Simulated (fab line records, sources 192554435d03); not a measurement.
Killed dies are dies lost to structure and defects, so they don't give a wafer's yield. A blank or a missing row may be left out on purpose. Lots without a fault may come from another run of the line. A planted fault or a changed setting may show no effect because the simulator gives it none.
One fault seen from 2 desks | flow n5_finfet | each desk has only its own numbers; what lay behind them comes last

THE TOOL OWNER'S DESK: rie_diel-05
The tool's own readings at N5_SD_EPI_N_ETCH_35 (etches SOC in N2/H2, overetch 108 nm, time 486 s): means of the sampled wafers that have a number, for each lot that ran on this tool. A lot is out of limits, marked OUT, if its mean lies more than 4 standard deviations from the usual mean; the brackets give that distance. Of its 8 readings 7 are shown: those that lie furthest out on some lot.
Columns: A = bias_w at N5_SD_EPI_N_ETCH_35, usual 133.0 W; B = chamber_pressure_mTorr at N5_SD_EPI_N_ETCH_35, usual 20.000 mTorr; C = drypump_motor_current_A at N5_SD_EPI_N_ETCH_35, usual 5.4 A; D = oes_product_au at N5_SD_EPI_N_ETCH_35, usual 0.71 a.u.; E = rf_vpp_V at N5_SD_EPI_N_ETCH_35, usual 241.0 V; F = showerhead_plenum_p_Torr at N5_SD_EPI_N_ETCH_35, usual 2.56 Torr; G = throttle_valve_pct at N5_SD_EPI_N_ETCH_35, usual 23.6 %
lot  | first seen here | A     | B      | C   | D    | E     | F    | G
L581 | day 3 07:35     | 132.9 | 19.996 | 5.2 | 0.79 | 240.6 | 2.55 | 23.5
L595 | day 6 19:28     | 133.0 | 20.012 | 5.2 | 0.73 | 242.5 | 2.66 | 23.3
L599 | day 7 22:26     | 133.1 | 19.993 | 5.3 | 0.70 | 240.4 | 2.51 | 23.8
L601 | day 8 16:10     | 133.2 | 19.988 | 5.3 | 0.72 | 241.3 | 2.50 | 23.7
L602 | day 8 19:40     | 132.7 | 19.989 | 5.3 | 0.72 | 239.8 | 2.50 | 23.7
L603 | day 8 23:48     | 132.9 | 20.005 | 5.3 | 0.72 | 239.4 | 2.50 | 23.7
This desk's finding: nothing out of limits on any of the 6 lots.

THE METROLOGY DESK
What the gauges read, lot by lot, whatever tool the lot ran on: means of the sampled wafers that have a number. A lot is out of limits, marked OUT, if its mean lies more than 4 standard deviations from the usual mean; the brackets give that distance. Of its 10 readings 7 are shown: those that lie furthest out on some lot.
Columns: A = DIBL_N at N5_BEOL_M4_RC_MEAS_101, usual 36.7 mV/V; B = DIBL_P at N5_BEOL_M4_RC_MEAS_101, usual 36.9 mV/V; C = IOFF_N at N5_BEOL_M4_RC_MEAS_101, usual 0.17 nA/um; D = IOFF_P at N5_BEOL_M4_RC_MEAS_101, usual 0.22 nA/um; E = ION_N at N5_BEOL_M4_RC_MEAS_101, usual 678 uA/um; F = SS_P at N5_BEOL_M4_RC_MEAS_101, usual 73.5 mV/dec; G = VT_P at N5_BEOL_M4_RC_MEAS_101, usual -250 mV
lot  | first seen here | A    | B    | C    | D    | E   | F    | G
L582 | day 8 23:42     | 36.4 | 36.8 | 0.15 | 0.17 | 683 | 73.5 | -255
L581 | day 9 03:24     | 34.6 | 35.2 | 0.15 | 0.21 | 681 | 72.9 | -250
L595 | day 11 23:57    | 35.1 | 34.8 | 0.13 | 0.19 | 669 | 72.6 | -250
L599 | day 13 12:34    | 33.1 | 33.1 | 0.11 | 0.17 | 669 | 72.2 | -252
L603 | day 13 21:44    | 37.3 | 38.0 | 0.15 | 0.21 | 674 | 73.4 | -252
L602 | day 14 00:39    | 33.3 | 33.8 | 0.13 | 0.17 | 661 | 72.6 | -252
L601 | day 14 22:46    | 38.4 | 38.7 | 0.17 | 0.23 | 678 | 73.6 | -252
This desk's finding: nothing out of limits on any of the 7 lots.

PUT TOGETHER
The tool owner's desk saw nothing out of limits.
The metrology desk saw nothing out of limits.

WHAT THE SIMULATOR HAD PUT IN
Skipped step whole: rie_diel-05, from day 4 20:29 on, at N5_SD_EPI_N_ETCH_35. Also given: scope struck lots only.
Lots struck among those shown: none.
